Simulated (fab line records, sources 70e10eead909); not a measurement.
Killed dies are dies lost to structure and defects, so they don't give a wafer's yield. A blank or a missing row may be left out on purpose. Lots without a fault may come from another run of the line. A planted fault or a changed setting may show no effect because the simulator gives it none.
Tool commonality check | flow nand_harc | 13 lots, 39 wafers sampled

WHY IT WAS OPENED
At NHARC_A_ONON_D2_THK_MEAS_11 the reading thk_nm is flagged on 2 of 13 lots. Wafers without a fault read 997 nm, standard deviation 10.
Rule: a lot is flagged when every wafer of it that has a number lies more than 4 standard deviations from that mean, or none has a number. The other lots count as sound.

lot  | measured     | on            | thk_nm (nm), wafer by wafer | flag
L793 | day 12 16:11 | film_metro-01 | 974 975 977                 |
L794 | day 13 06:41 | film_metro-02 | 998 1001 998                |
L795 | day 13 06:46 | film_metro-01 | 1001 1001 1002              |
L798 | day 14 23:19 | film_metro-02 | 1005 1006 1007              |
L799 | day 15 05:55 | film_metro-01 | 993 993 994                 |
L801 | day 15 15:26 | film_metro-01 | 994 996 996                 |
L802 | day 16 18:37 | film_metro-01 | 1008 1008 1009              |
L803 | day 16 22:05 | film_metro-01 | 980 980 981                 |
L807 | day 18 22:19 | film_metro-02 | 1058 1057 1056              | FLAGGED
L810 | day 19 04:00 | film_metro-01 | 1066 1066 1066              | FLAGGED
L814 | day 21 13:17 | film_metro-02 | 988 986 989                 |
L815 | day 22 01:17 | film_metro-01 | 999 1000 998                |
L816 | day 22 01:21 | film_metro-02 | 1005 1003 1002              |
The numbers of the flagged lots are 1062 nm on average: +64 nm against the usual, or +6 standard deviations.

WHICH TOOL RAN EACH LOT
The record holds 3 process steps before the reading, out of a route of 1302 steps. In each cell: the tool, then ch and the chambers that the sampled wafers went through, then the start.
lot  | flag    | NHARC_A_DECK1_JOINT_CMP_02    | NHARC_A_DECK1_JOINT_DEP_16      | NHARC_A_ONON_D2_DEP_09
L793 |         | cmp-04 ch 0,1,2, day 12 13:14 | pecvd-02 ch 0,2, day 12 13:34   | pecvd_onon-02 ch 0, day 12 15:40
L794 |         | cmp-04 ch 2,3, day 13 03:42   | pecvd-02 ch 0,2, day 13 04:07   | pecvd_onon-02 ch 0, day 13 06:17
L795 |         | cmp-02 ch 0,1,3, day 13 03:50 | pecvd-03 ch 0,2, day 13 04:11   | pecvd_onon-01 ch 0, day 13 06:19
L798 |         | cmp-03 ch 0,1,3, day 14 20:23 | pecvd-03 ch 0,1, day 14 20:45   | pecvd_onon-03 ch 0, day 14 22:48
L799 |         | cmp-02 ch 0,1,2, day 15 02:59 | pecvd-03 ch 0,1,2, day 15 03:20 | pecvd_onon-02 ch 0, day 15 05:25
L801 |         | cmp-03 ch 0,3, day 15 12:28   | pecvd-04 ch 0,2, day 15 12:52   | pecvd_onon-02 ch 0, day 15 14:58
L802 |         | cmp-02 ch 0,1,2, day 16 15:39 | pecvd-02 ch 0,2, day 16 16:03   | pecvd_onon-03 ch 0, day 16 18:10
L803 |         | cmp-03 ch 0,3, day 16 19:06   | pecvd-03 ch 0,1, day 16 19:31   | pecvd_onon-02 ch 0, day 16 21:42
L807 | FLAGGED | cmp-03 ch 0,2,3, day 18 19:19 | pecvd-04 ch 0,1,2, day 18 19:42 | pecvd_onon-03 ch 0, day 18 21:55
L810 | FLAGGED | cmp-04 ch 0,2, day 19 01:02   | pecvd-04 ch 0,1,2, day 19 01:25 | pecvd_onon-03 ch 0, day 19 03:33
L814 |         | cmp-04 ch 1,2, day 21 10:20   | pecvd-03 ch 1,2, day 21 10:45   | pecvd_onon-02 ch 0, day 21 12:53
L815 |         | cmp-03 ch 1,2, day 21 22:14   | pecvd-03 ch 0,1, day 21 22:41   | pecvd_onon-01 ch 0, day 22 00:50
L816 |         | cmp-04 ch 0,1, day 21 22:14   | pecvd-02 ch 0,1,2, day 21 22:50 | pecvd_onon-02 ch 0, day 22 00:57
What these steps do:
- NHARC_A_DECK1_JOINT_CMP_02: polishes SiOx.
- NHARC_A_DECK1_JOINT_DEP_16: deposits SiO2, target thk 45 nm.
- NHARC_A_ONON_D2_DEP_09: target thk 1000 nm.
- NHARC_A_ONON_D2_THK_MEAS_11: measures by ellipsometry.

FLAGGED OVER TOTAL, TOOL BY TOOL (the gauges that took the reading come last)
step                        | tool          | lots run | flagged | share of the flagged lots | sound lots run after its first flagged lot
NHARC_A_DECK1_JOINT_CMP_02  | cmp-02        | 3        | 0       | none                      | -
NHARC_A_DECK1_JOINT_CMP_02  | cmp-03        | 5        | 1       | some                      | 1 (L815)
NHARC_A_DECK1_JOINT_CMP_02  | cmp-04        | 5        | 1       | some                      | 2 (L814,L816)
NHARC_A_DECK1_JOINT_DEP_16  | pecvd-02      | 4        | 0       | none                      | -
NHARC_A_DECK1_JOINT_DEP_16  | pecvd-03      | 6        | 0       | none                      | -
NHARC_A_DECK1_JOINT_DEP_16  | pecvd-04      | 3        | 2       | all                       | 0
NHARC_A_ONON_D2_DEP_09      | pecvd_onon-01 | 2        | 0       | none                      | -
NHARC_A_ONON_D2_DEP_09      | pecvd_onon-02 | 7        | 0       | none                      | -
NHARC_A_ONON_D2_DEP_09      | pecvd_onon-03 | 4        | 2       | all                       | 0
NHARC_A_ONON_D2_THK_MEAS_11 | film_metro-01 | 8        | 1       | some                      | 1 (L815)
NHARC_A_ONON_D2_THK_MEAS_11 | film_metro-02 | 5        | 1       | some                      | 2 (L814,L816)

WHAT THE TABLE ALLOWS
2 rows of the table ran every flagged lot: pecvd-04 at NHARC_A_DECK1_JOINT_DEP_16, pecvd_onon-03 at NHARC_A_ONON_D2_DEP_09.
- pecvd-04 at NHARC_A_DECK1_JOINT_DEP_16: 2 of its 3 lots flagged. Its last sound lot is L801 (day 15 12:52), its first flagged lot L807 (day 18 19:42): a fault that began between those two fits.
- pecvd_onon-03 at NHARC_A_ONON_D2_DEP_09: 2 of its 4 lots flagged. Its last sound lot is L802 (day 16 18:10), its first flagged lot L807 (day 18 21:55): a fault that began between those two fits.
Counting lots can't tell these 2 tools apart, because each fits a fault that began at some hour. More lots, or a look at what each step does to the wafer, might.

WHAT THE SIMULATOR HAD PUT IN
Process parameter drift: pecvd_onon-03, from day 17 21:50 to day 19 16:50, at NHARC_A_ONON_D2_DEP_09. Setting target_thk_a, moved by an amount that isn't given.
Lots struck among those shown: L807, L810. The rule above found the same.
